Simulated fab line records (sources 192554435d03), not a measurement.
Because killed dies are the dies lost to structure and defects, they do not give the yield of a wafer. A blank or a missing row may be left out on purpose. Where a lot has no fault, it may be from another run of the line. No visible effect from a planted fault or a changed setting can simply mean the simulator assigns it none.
Matching of chambers :: flow n5Finfet :: N5_BEOL_M5_ALD_86 on aldMetal-03 has 4 sister chambers
The step deposits TaN, pulse time 2 s, purge time 3 s, co reactant purge time 2 s. 4 wafers are shown with their chamber, then 12 later ones without.

WAFERS WITH THEIR CHAMBER
wafer: L089.4
chamber: 0
heaterPowerW (W): 384

wafer: L090.1
chamber: 1
heaterPowerW (W): 435

wafer: L090.2
chamber: 3
heaterPowerW (W): 505

wafer: L090.3
chamber: 2
heaterPowerW (W): 388

WAFERS WITHOUT THEIR CHAMBER
wafer: L093.1
heaterPowerW (W): 402

wafer: L093.4
heaterPowerW (W): 438

wafer: L093.6
heaterPowerW (W): 441

wafer: L095.2
heaterPowerW (W): 453

wafer: L095.4
heaterPowerW (W): 493

wafer: L095.5
heaterPowerW (W): 498

wafer: L097.2
heaterPowerW (W): 384

wafer: L097.3
heaterPowerW (W): 445

wafer: L097.5
heaterPowerW (W): 390

wafer: L096.3
heaterPowerW (W): 397

wafer: L096.4
heaterPowerW (W): 378

wafer: L096.6
heaterPowerW (W): 397

WHICH CHAMBER EACH ONE RAN IN
wafer: L093.1
from the rows above: can't be placed: 2 or 0
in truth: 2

wafer: L093.4
from the rows above: 1
in truth: 1

wafer: L093.6
from the rows above: 1
in truth: 1

wafer: L095.2
from the rows above: 1
in truth: 1

wafer: L095.4
from the rows above: 3
in truth: 3

wafer: L095.5
from the rows above: 3
in truth: 3

wafer: L097.2
from the rows above: can't be placed: 0 or 2
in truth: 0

wafer: L097.3
from the rows above: 1
in truth: 1

wafer: L097.5
from the rows above: can't be placed: 2 or 0
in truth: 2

wafer: L096.3
from the rows above: can't be placed: 2 or 0
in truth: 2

wafer: L096.4
from the rows above: can't be placed: 0 or 2
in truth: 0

wafer: L096.6
from the rows above: can't be placed: 2 or 0
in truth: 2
6 of 12 placed correctly. These rows do not allow placing 6 (true chamber among the candidates in 6). Wrongly placed: 0.
How it was worked out, from the rows above alone: a wafer's distance from a chamber is the root of the sum, over the readings, of the square of ((its reading less the chamber's mean) divided by the reading's scatter). The wafer belongs to the nearest chamber; if the next one is less than 2 further off, it can't be placed. Each chamber's mean is taken over the wafers shown for it. The scatter: root of mean squared gap, hidden wafer to nearest shown wafer, with one shown wafer a chamber.
